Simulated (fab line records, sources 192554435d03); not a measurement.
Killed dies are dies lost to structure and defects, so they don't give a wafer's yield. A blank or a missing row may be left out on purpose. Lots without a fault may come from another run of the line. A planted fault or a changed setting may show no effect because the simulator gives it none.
Chamber matching | flow n5_finfet | N5_BEOL_M12_DESCUM_15 on rie_diel-02: 4 sister chambers
The step chemistry O2, time 7.9 s. 4 wafers are shown with their chamber, then 8 later ones without.

WAFERS WITH THEIR CHAMBER
wafer  | chamber | showerhead_plenum_p_Torr (Torr)
L083.2 | 3       | 2.15
L094.2 | 1       | 2.08
L094.3 | 0       | 2.13
L095.2 | 2       | 2.06

WAFERS WITHOUT THEIR CHAMBER
wafer  | showerhead_plenum_p_Torr (Torr)
L095.3 | 2.14
L095.6 | 2.14
L097.1 | 2.14
L097.3 | 2.13
L097.6 | 2.06
L096.4 | 2.06
L096.5 | 2.13
L096.6 | 2.08

WHICH CHAMBER EACH WENT THROUGH
wafer  | from the rows above     | in truth
L095.3 | can't be placed: 3 or 0 | 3
L095.6 | can't be placed: 3 or 0 | 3
L097.1 | can't be placed: 3 or 0 | 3
L097.3 | 0                       | 0
L097.6 | 2                       | 2
L096.4 | 2                       | 2
L096.5 | 0                       | 0
L096.6 | 1                       | 1
Placed correctly: 5 of 8. Can't be placed from these rows: 3 (the true chamber is among the candidates in 3). Placed wrongly: 0.
How it was worked out, from the rows above alone: a wafer's distance from a chamber is the root of the sum, over the readings, of the square of ((its reading less the chamber's mean) divided by the reading's scatter). The wafer belongs to the nearest chamber; if the next one is less than 2 further off, it can't be placed. A chamber's mean is the mean of its shown wafers. The scatter: with one shown wafer a chamber, the root of the mean of the squares of how far each hidden wafer lies from its nearest shown one.
